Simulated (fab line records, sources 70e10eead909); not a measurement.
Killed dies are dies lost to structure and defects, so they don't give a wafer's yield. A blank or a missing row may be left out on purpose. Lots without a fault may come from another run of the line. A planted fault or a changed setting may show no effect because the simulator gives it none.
Which tool did it? | flow nand_harc | 24 lots, 72 wafers sampled, at 1 step of a route of 1159

WHAT THE GAUGES READ, wafer by wafer
NHARC_A_CHANNEL_FILL_D1_INSPECT_13. Usual: raw_defect_count 363, standard deviation 150.
lot  | measured     | on                | raw_defect_count | flag
L074 | day 11 00:12 | defect_inspect-01 | 210 277 422      |
L075 | day 11 02:41 | defect_inspect-02 | 462 228 225      |
L077 | day 11 05:23 | defect_inspect-02 | 229 318 331      |
L076 | day 11 08:10 | defect_inspect-02 | 231 164 133      |
L079 | day 11 08:10 | defect_inspect-01 | 173 177 268      |
L078 | day 11 13:50 | defect_inspect-01 | 305 411 364      |
L081 | day 12 09:59 | defect_inspect-02 | 423 650 224      |
L083 | day 12 18:00 | defect_inspect-02 | 382 808 474      |
L080 | day 12 18:10 | defect_inspect-01 | 198 357 378      |
L082 | day 12 22:16 | defect_inspect-02 | 465 348 326      |
L084 | day 13 02:46 | defect_inspect-01 | 677 534 524      |
L089 | day 13 19:44 | defect_inspect-01 | 467 430 553      |
L085 | day 13 19:55 | defect_inspect-01 | 273 556 351      |
L087 | day 13 23:11 | defect_inspect-01 | 299 380 263      |
L086 | day 13 23:21 | defect_inspect-01 | 276 194 157      |
L088 | day 14 10:16 | defect_inspect-01 | 284 259 462      |
L091 | day 14 23:05 | defect_inspect-02 | 434 304 257      |
L090 | day 15 02:52 | defect_inspect-02 | 645 205 338      |
L093 | day 15 06:30 | defect_inspect-01 | 457 281 492      |
L094 | day 15 09:57 | defect_inspect-01 | 219 295 266      |
L092 | day 15 10:07 | defect_inspect-02 | 285 602 419      |
L095 | day 15 20:09 | defect_inspect-01 | 540 413 227      |
L096 | day 15 20:09 | defect_inspect-02 | 321 360 228      |
L097 | day 16 07:20 | defect_inspect-02 | 672 498 589      |

WHICH TOOL RAN EACH LOT (tool, then ch and the chambers of the sampled wafers, then the start)
The record holds no process step before these readings.

WHAT THE TOOLS THEMSELVES READ (means of the sampled wafers that have a number; where no wafer has one, the mark that the record gives instead)
The record holds no such reading with a usual standard deviation.

THE ANSWER, worked out from the rows above alone
Rule: a lot is off if the mean of its wafers that have a number lies more than 3 standard deviations from the usual mean. A lot without any number at a reading at which 4 lots or more have one is off too. The other lots that the step has rows for count as sound. The gauges are gone through in route order, then the tools' own readings, and for those a lot's mean is taken as printed above. The first step at which some lot is off is used, and at that step the reading that is off furthest; a lot without a number counts as furthest.
No lot is off at any reading shown: from this, nothing can be told.

WHAT THE SIMULATOR HAD PUT IN
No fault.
